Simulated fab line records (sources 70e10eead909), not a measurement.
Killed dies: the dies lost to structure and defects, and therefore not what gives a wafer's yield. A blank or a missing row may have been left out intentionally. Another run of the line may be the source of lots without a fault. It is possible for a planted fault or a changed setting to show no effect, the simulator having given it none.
Code-filled problem report in 8D (eight disciplines) form | flow nandHarc | the parts of the form that need people (team, actions taken, sign-off) are left out

== 1. THE ISSUE ==
Mean of runLengthS at NHARC_A_SGD_CUT_ETCH_58: 100.4 s across 3 wafers in 2 lots; on wafers with no fault it is 86.3 s (standard deviation 0.46). Measured from the usual mean, that is +31 standard deviations.
The step: etches the open film in CF4, target depth 39 nm, time 65 s.
Seen first at day 23 10:50 on rieDiel-12, wafer L910.2. Wafers with a number at this step in the record: 36, from 12 lots. The rule behind "out" and "out of limits": a value lying over 4 standard deviations away from the usual mean. The other wafers with a number count as sound.

== 2. WHAT IT IS, WHAT IT ISN'T ==
question                    | is                     | is not
which readings at this step | runLengthS             | drypumpMotorCurrentA, rfVppV, showerheadPlenumPTorr, throttleValvePct
which lots                  | L910, L911             | L899, L901, L902, L903, L914, L917, L918, L919, L920, L921
which wafers of those lots  | L910.2, L911.1, L911.2 | L910.5, L910.6, L911.6
read on which tools         | rieDiel-12             | rieDiel-04, rieDiel-11
when                        | from day 23 10:50      | up to then (14 sound wafers); but 19 sound wafers of L911, L914, L917, L918, L919, L920, L921 came after

== 3. THE SUSPECTS, EACH WITH WHAT RULES IT OUT ==
Counting: if a tool at a process step up to the reading ran every lot that is out, it stays a suspect. Sound lots after the first of them don't rule it out here, since some wafers of a struck lot are sound.
- rieDiel-12 at NHARC_A_SGD_CUT_ETCH_58 (etches the open film in CF4, target depth 39 nm, time 65 s): kept. It processed each lot that is out (first: L910, day 23 10:50); up to then, its last sound lot is L902 (day 20 17:25). Its own runLengthS readings are out on those wafers.
Left after counting: rieDiel-12 at NHARC_A_SGD_CUT_ETCH_58.

== 4. THE CAUSE (what the simulator had put in) ==
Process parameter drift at NHARC_A_SGD_CUT_ETCH_58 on rieDiel-12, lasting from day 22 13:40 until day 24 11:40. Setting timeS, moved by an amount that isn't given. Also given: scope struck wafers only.
After counting, this tool was the only one left.

== 5. THE EFFECT CHAIN, in route order ==
Each row: a reading where the mean over the struck wafers with a number is more than 3 standard deviations away from the usual. Readings are gone through only where the record gives a usual standard deviation; hours: the median, over the lots, of the time from a lot's start at the first step in this table giving one to that lot's start at this step; sigmas: the change measured in usual standard deviations.
hours | step                    | reading    | usual  | on struck wafers | change | sigmas
0     | NHARC_A_SGD_CUT_ETCH_58 | runLengthS | 86.3 s | 100.4            | +14.1  | +31
Its process steps:
- NHARC_A_SGD_CUT_ETCH_58: etches the open film in CF4, target depth 39 nm, time 65 s.
Later steps that measure or inspect, where all struck wafers having a row at the step show a number for every such reading and not one has moved that far: NHARC_END_SORT_01.

== 6. HOW IT WOULD HAVE BEEN CAUGHT EARLIER ==
First out-of-limits reading in this record: day 23 10:50, which is 21 hours after fault onset at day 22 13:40.
